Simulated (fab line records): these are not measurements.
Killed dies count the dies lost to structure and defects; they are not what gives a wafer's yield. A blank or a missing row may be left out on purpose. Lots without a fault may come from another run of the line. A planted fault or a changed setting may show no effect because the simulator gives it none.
fab line records / flow n5Finfet
[record] lots = 4 wafers = 12 lastDay = 16
route steps=1938 shown BEOL_M11@1592 BEOL_M12@1602
lots untouched by any fault: they come from a run of this same line in which no faults occurred
startH: hours from the record's first day to the start of the lot's first wafer shown / waitH: time in hours since the lot's previous step / " unchanged from the row above / L1.1+2: several wafers, shown together as one row / - no value present, or no start provided / * or withheld: withheld / < > ~ a bound
route shown NAME@n: names a module that has steps shown in the file, with the first one's number in the route / usual: the fault-free wafers' mean and standard deviation / same: alike in all rows / chamber/n: place in a boat / sites: readings site by site / _std_site: standard deviation across them / _edge_site: outer sites' mean less inner sites' / radiusMm: how far each site lies from the wafer's centre / mask NAME#n: copy n / behind: the tool/chamber that last shaped the wafer / hold: reason for holding the lot/hours on hold/outcome of the hold / device: the transistor (n, p or np) that didn't switch / end of line: the same wafers' tests at the end of the route / a step with no rows: only its recipe / killed: the dies lost at the first sort to structure and to defects; this is not the yield of the wafer / map: dies across one wafer; x = killed, . = not, _ = none there
set.NAME: the setting the step ran with; set.NAME@STEP: the setting that earlier step ran with / model.NAME: the simulator's own value behind a step, which no gauge read
lots at some steps of the route; a table a step, a row a wafer
services: the hour from which a tool's chamber was out of use, counted from the record's first day as startH (under 0 if before that day), plus the number of hours and why
[[steps]]
[step N5_BEOL_M11_CVD_75]
[recipe] material = Co targetThkA = 20 tempC = withheld precursor = CCTBA/H2 pressureTorr = 30 timeS = 138.9
[step N5_BEOL_M11_SPUTTER_48]
[recipe] material = Cu targetThkA = 120 tempC = -20 biasV = 60 powerW = 26000 chamberPressurePa = 0.13 timeS = 2
[step N5_BEOL_M11_ECD_50]
[recipe] material = Cu targetThkA = 3180
[step N5_BEOL_M11_ANNEAL_51]
[recipe] tempC = 225 timeS = 90 ambient = N2
[step N5_BEOL_M11_CMP_52]
[recipe] stopOn = SiCOH_lowk tOverpolishS = 7 downForcePsi = 1 platenRpm = 50 clearingPlatenDownForcePsi = 1.5 clearingPlatenRpm = 50 postCmpClean = cuAlkaline targetThkNm = 140 clearingPlatenPadVelocityMS = 0.99484 padVelocityMS = 0.99484
[step N5_BEOL_M11_PRE_CLEAN_55]
[recipe] gas = NH3 timeS = 15 tempC = withheld rfPowerW = 300
[step N5_BEOL_M11_DEP_56]
[recipe] material = SiCN targetThkA = 300 tempC = withheld precursor = 3MS/NH3 pressureTorr = 3 rfW = 675 timeS = 10.5
[step N5_BEOL_M12_ILD_DEP_00]
[recipe] material = SiOC targetThkA = 6589.2 tempC = 350 precursor = DEMS/O2 pressureTorr = 5 rfW = 500 timeS = 130.7
[step N5_BEOL_M12_COAT_58]
[recipe] resist = BARC tempC = 205 timeS = 60 spinRpm = 1500 resistThkNm = 89
[usual] spinSpeedRpm = 1500.0/1
lot.wafer=L341.1 tool=lithoTrack-01 chamber=0 startH=276.11 waitH=0.0 spinSpeedRpm=1499.7 model.BARC_of_BEOL_M12_COAT_58.thkNm=89.2
lot.wafer=L341.5 tool=lithoTrack-01 chamber=0 startH=276.11 waitH=0.0 spinSpeedRpm=1500.3 model.BARC_of_BEOL_M12_COAT_58.thkNm=89.2
lot.wafer=L341.6 tool=lithoTrack-01 chamber=0 startH=276.11 waitH=0.0 spinSpeedRpm=1498.9 model.BARC_of_BEOL_M12_COAT_58.thkNm=89.2
lot.wafer=L346.1 tool=lithoTrack-01 chamber=0 startH=325.95 waitH=0.0 spinSpeedRpm=1546.0 model.BARC_of_BEOL_M12_COAT_58.thkNm=88
lot.wafer=L346.4 tool=lithoTrack-01 chamber=0 startH=325.95 waitH=0.0 spinSpeedRpm=1545.4 model.BARC_of_BEOL_M12_COAT_58.thkNm=87.8
lot.wafer=L346.5 tool=lithoTrack-01 chamber=0 startH=325.95 waitH=0.0 spinSpeedRpm=1547.4 model.BARC_of_BEOL_M12_COAT_58.thkNm=87.8
lot.wafer=L349.3 tool=lithoTrack-04 chamber=0 startH=328.31 waitH=0.0 spinSpeedRpm=1501.0 model.BARC_of_BEOL_M12_COAT_58.thkNm=88.6
lot.wafer=L349.4 tool=lithoTrack-04 chamber=0 startH=328.31 waitH=0.0 spinSpeedRpm=1500.1 model.BARC_of_BEOL_M12_COAT_58.thkNm=88.8
lot.wafer=L349.5 tool=lithoTrack-04 chamber=0 startH=328.31 waitH=0.0 spinSpeedRpm=1499.2 model.BARC_of_BEOL_M12_COAT_58.thkNm=88.8
lot.wafer=L347.3 tool=lithoTrack-01 chamber=0 startH=328.68 waitH=0.0 spinSpeedRpm=1544.1 model.BARC_of_BEOL_M12_COAT_58.thkNm=87.6
lot.wafer=L347.4 tool=lithoTrack-01 chamber=0 startH=328.68 waitH=0.0 spinSpeedRpm=1543.0 model.BARC_of_BEOL_M12_COAT_58.thkNm=87.8
lot.wafer=L347.6 tool=lithoTrack-01 chamber=0 startH=328.68 waitH=0.0 spinSpeedRpm=1543.9 model.BARC_of_BEOL_M12_COAT_58.thkNm=87.8
[step N5_BEOL_M12_COAT_04]
[recipe] spinRpm = 1625 resistThkNm = 400
[step N5_BEOL_M12_EBR_06]
[recipe] solvent = PGMEA ebrWidthMm = 1.5
[step N5_BEOL_M12_SOFTBAKE_05]
[recipe] tempC = 130 timeS = 60
[step N5_BEOL_M12_EXPOSE_07]
[recipe] maskId = V11 na = 0.93 sourceShape = conventional sigmaOuter = 0.6 polarization = unpolarized attpsmPhaseDeg = 180 doseMj = 32.5
[step N5_BEOL_M12_PEB_08]
[recipe] pebTempC = 130 pebTimeS = 90
[step N5_BEOL_M12_DEVELOP_09]
[recipe] developTimeS = 45 rinseLiquid = diw dry = airSpin devTempC = 21
[step N5_BEOL_M12_HARDBAKE_14]
[recipe] tempC = 130 timeS = 120
[step N5_BEOL_M12_DESCUM_15]
[recipe] chemistry = O2 timeS = 7.9 sourcePowerW = 50 biasPowerW = 20 pressureMtorr = 20 rfFrequencyHz = 2.712e+07 tempC = 40 o2FlowSccm = 225
[step N5_BEOL_M12_ETCH_59]
[recipe] chemistry = N2/H2 target = BARC targetDepthA = 890 overetchA = 267 timeS = 67.9 ionEnergyEv = 200 pressureMtorr = 30 sourceW = 840 biasW = 150 n2FlowSccm = 200 h2FlowSccm = 200
[usual] drypumpMotorCurrentA = 5.9/0.38 h2FlowSccm = 200.0/0.58 oesProductAu = 0.71/0.059 rfVppV = 524.0/2.1 showerheadPlenumPTorr = 2.55/0.068 throttleValvePct = 17.89/0.2
lot.wafer=L341.1 tool=rieDiel-06 chamber=0 startH=276.63 waitH=0.0 drypumpMotorCurrentA=6.2 h2FlowSccm=199.7 oesProductAu=0.72 rfHoursCounterH=60 rfVppV=522.0 showerheadPlenumPTorr=2.47 throttleValvePct=18.14 model.etch.depthNm=89.18
lot.wafer=L341.5 tool=rieDiel-06 chamber=3 startH=276.63 waitH=0.0 drypumpMotorCurrentA=5.4 h2FlowSccm=200.2 oesProductAu=0.57 rfHoursCounterH=- rfVppV=522.8 showerheadPlenumPTorr=2.49 throttleValvePct=18.27 model.etch.depthNm=89.13
lot.wafer=L341.6 tool=rieDiel-06 chamber=2 startH=276.63 waitH=0.0 drypumpMotorCurrentA=5.7 h2FlowSccm=200.6 oesProductAu=0.72 rfHoursCounterH=- rfVppV=521.0 showerheadPlenumPTorr=2.47 throttleValvePct=17.92 model.etch.depthNm=89.19
lot.wafer=L346.1 tool=rieDiel-06 chamber=0 startH=326.45 waitH=0.0 drypumpMotorCurrentA=6.2 h2FlowSccm=199.6 oesProductAu=0.70 rfHoursCounterH=79 rfVppV=521.5 showerheadPlenumPTorr=2.46 throttleValvePct=18.18 model.etch.depthNm=87.93
lot.wafer=L346.4 tool=rieDiel-06 chamber=3 startH=326.45 waitH=0.0 drypumpMotorCurrentA=5.4 h2FlowSccm=199.8 oesProductAu=0.84 rfHoursCounterH=3 rfVppV=522.5 showerheadPlenumPTorr=2.49 throttleValvePct=17.81 model.etch.depthNm=87.81
lot.wafer=L346.5 tool=rieDiel-06 chamber=0 startH=326.45 waitH=0.0 drypumpMotorCurrentA=6.2 h2FlowSccm=200.4 oesProductAu=0.69 rfHoursCounterH=- rfVppV=521.7 showerheadPlenumPTorr=2.46 throttleValvePct=18.17 model.etch.depthNm=87.71
lot.wafer=L349.3 tool=rieDiel-06 chamber=0 startH=328.71 waitH=0.0 drypumpMotorCurrentA=6.2 h2FlowSccm=199.1 oesProductAu=0.69 rfHoursCounterH=79 rfVppV=523.1 showerheadPlenumPTorr=2.46 throttleValvePct=18.18 model.etch.depthNm=88.61
lot.wafer=L349.4 tool=rieDiel-06 chamber=1 startH=328.71 waitH=0.0 drypumpMotorCurrentA=6.5 h2FlowSccm=200.2 oesProductAu=0.71 rfHoursCounterH=69 rfVppV=525.8 showerheadPlenumPTorr=2.57 throttleValvePct=18.01 model.etch.depthNm=88.88
lot.wafer=L349.5 tool=rieDiel-06 chamber=1 startH=328.71 waitH=0.0 drypumpMotorCurrentA=6.5 h2FlowSccm=201.2 oesProductAu=0.72 rfHoursCounterH=- rfVppV=524.3 showerheadPlenumPTorr=2.57 throttleValvePct=18.00 model.etch.depthNm=88.78
lot.wafer=L347.3 tool=rieDiel-02 chamber=0 startH=329.07 waitH=0.0 drypumpMotorCurrentA=6.0 h2FlowSccm=200.0 oesProductAu=0.67 rfHoursCounterH=111 rfVppV=523.8 showerheadPlenumPTorr=2.56 throttleValvePct=17.75 model.etch.depthNm=87.68
lot.wafer=L347.4 tool=rieDiel-02 chamber=3 startH=329.07 waitH=0.0 drypumpMotorCurrentA=5.5 h2FlowSccm=200.0 oesProductAu=0.68 rfHoursCounterH=73 rfVppV=525.1 showerheadPlenumPTorr=2.58 throttleValvePct=17.64 model.etch.depthNm=87.75
lot.wafer=L347.6 tool=rieDiel-02 chamber=0 startH=329.07 waitH=0.0 drypumpMotorCurrentA=6.0 h2FlowSccm=199.7 oesProductAu=0.68 rfHoursCounterH=- rfVppV=524.5 showerheadPlenumPTorr=2.56 throttleValvePct=17.76 model.etch.depthNm=87.82
[step N5_BEOL_M12_VIA_ETCH_16]
[recipe] chemistry = C4F8/O2/Ar target = SiOC pressureMtorr = 30 sourceW = 3000 biasW = 700 Ar_flow_sccm = 400 C4F8_flow_sccm = 15 O2_flow_sccm = 8 heInnerTorr = 15 heOuterTorr = 30 targetDepthA = 7248 timeS = withheld ionEnergyEv = 250 ends = cleared
[step N5_BEOL_M12_STRIP_63]
[recipe] chemistry = N2/H2 powerW = 1000 tempC = 250 h2Frac = 0.65 overashFraction = 0.3 pressureMtorr = 1000 n2FlowSccm = 1750 h2FlowSccm = 3250
[step N5_BEOL_M12_STRIP_64]
[recipe] chemistry = N2/H2 powerW = 1000 tempC = 250 h2Frac = 0.65 overashFraction = 0.3 pressureMtorr = withheld n2FlowSccm = 1750 h2FlowSccm = 3250
[usual] drypumpMotorCurrentA = 5.6/0.46 h2FlowSccm = 3251/8.6 heaterPowerW = 355/39 oesProductAu = 0.715/0.0047 stripTimeToEndpointS = 31.31/0.073
lot.wafer=L341.1 tool=plasmaAsher-02 chamber=1 startH=276.94 waitH=0.0 drypumpMotorCurrentA=5.4 h2FlowSccm=3261 heaterPowerW=408 oesProductAu=0.717 rfHoursCounterH=133 stripTimeToEndpointS=31.38
lot.wafer=L341.5 tool=plasmaAsher-02 chamber=1 startH=276.94 waitH=0.0 drypumpMotorCurrentA=5.4 h2FlowSccm=3262 heaterPowerW=424 oesProductAu=0.705 rfHoursCounterH=- stripTimeToEndpointS=31.33
lot.wafer=L341.6 tool=plasmaAsher-02 chamber=0 startH=276.94 waitH=0.0 drypumpMotorCurrentA=6.0 h2FlowSccm=3261 heaterPowerW=336 oesProductAu=0.712 rfHoursCounterH=- stripTimeToEndpointS=31.37
lot.wafer=L346.1 tool=plasmaAsher-02 chamber=0 startH=326.76 waitH=0.0 drypumpMotorCurrentA=6.0 h2FlowSccm=3253 heaterPowerW=333 oesProductAu=0.714 rfHoursCounterH=143 stripTimeToEndpointS=31.01
lot.wafer=L346.4 tool=plasmaAsher-02 chamber=1 startH=326.76 waitH=0.0 drypumpMotorCurrentA=5.4 h2FlowSccm=3243 heaterPowerW=414 oesProductAu=0.720 rfHoursCounterH=- stripTimeToEndpointS=30.98
lot.wafer=L346.5 tool=plasmaAsher-02 chamber=1 startH=326.76 waitH=0.0 drypumpMotorCurrentA=5.4 h2FlowSccm=3247 heaterPowerW=420 oesProductAu=0.720 rfHoursCounterH=- stripTimeToEndpointS=30.94
lot.wafer=L349.3 tool=plasmaAsher-02 chamber=1 startH=329.04 waitH=0.0 drypumpMotorCurrentA=5.4 h2FlowSccm=3244 heaterPowerW=417 oesProductAu=0.717 rfHoursCounterH=- stripTimeToEndpointS=31.19
lot.wafer=L349.4 tool=plasmaAsher-02 chamber=0 startH=329.04 waitH=0.0 drypumpMotorCurrentA=6.0 h2FlowSccm=3246 heaterPowerW=331 oesProductAu=0.713 rfHoursCounterH=- stripTimeToEndpointS=31.27
lot.wafer=L349.5 tool=plasmaAsher-02 chamber=1 startH=329.04 waitH=0.0 drypumpMotorCurrentA=5.4 h2FlowSccm=3231 heaterPowerW=423 oesProductAu=0.715 rfHoursCounterH=- stripTimeToEndpointS=31.26
lot.wafer=L347.3 tool=plasmaAsher-01 chamber=1 startH=329.40 waitH=0.0 drypumpMotorCurrentA=4.9 h2FlowSccm=3247 heaterPowerW=350 oesProductAu=0.720 rfHoursCounterH=- stripTimeToEndpointS=30.92
lot.wafer=L347.4 tool=plasmaAsher-01 chamber=0 startH=329.40 waitH=0.0 drypumpMotorCurrentA=6.0 h2FlowSccm=3229 heaterPowerW=320 oesProductAu=0.721 rfHoursCounterH=- stripTimeToEndpointS=30.94
lot.wafer=L347.6 tool=plasmaAsher-01 chamber=0 startH=329.40 waitH=0.0 drypumpMotorCurrentA=6.0 h2FlowSccm=3257 heaterPowerW=322 oesProductAu=0.710 rfHoursCounterH=- stripTimeToEndpointS=30.97
[step N5_BEOL_M12_STRIP_71]
[recipe] chemistry = postEtchResidueRemover timeS = 60 tempC = 25 removerPh = withheld removerWaterWtPct = withheld removerFluorideWtPct = withheld
[[services]]
tool=rieDiel-02 chamber=1 startH=302.20 hours=- kind=clean
tool=rieDiel-02 chamber=1 startH=302.20 hours=- kind=consumableReplace:focusRing
tool=rieDiel-02 chamber=1 startH=302.20 hours=17.0 kind=scheduledDown
tool=rieDiel-02 chamber=1 startH=302.20 hours=17.0 kind=ventCycle
tool=rieDiel-06 chamber=3 startH=303.32 hours=- kind=clean
tool=rieDiel-06 chamber=3 startH=303.32 hours=- kind=consumableReplace:focusRing
tool=rieDiel-06 chamber=3 startH=303.32 hours=15.4 kind=scheduledDown
tool=rieDiel-06 chamber=3 startH=303.32 hours=15.4 kind=ventCycle
[[key]]
[firstSign] step = N5_BEOL_M12_COAT_58 reading = spinSpeedRpm direction = up sigmas = 43 usual = * struck = *
[effect] step = N5_BEOL_M12_STRIP_64 reading = stripTimeToEndpointS direction = down sigmas = 4.8 usual = * struck = *
[modelEffect] step = N5_BEOL_M12_COAT_58 value = BARC_of_BEOL_M12_COAT_58.thkNm without = 89.1 struck = 87.8
[modelEffect] step = N5_BEOL_M12_ETCH_59 value = etch.depthNm without = 89.1 struck = 87.78
metAt N5_BEOL_M12_COAT_58
struckWafers L346.1,L346.4,L346.5,L347.3,L347.4,L347.6
onsetBetween 276.11 325.95
[fault] kind = processParameterDrift tool = lithoTrack-01 chamber = - onsetH = 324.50 steps = N5_BEOL_M12_COAT_58 channel = spinRpm offset = * shape = step endH = 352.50 actsIn = * stated = *
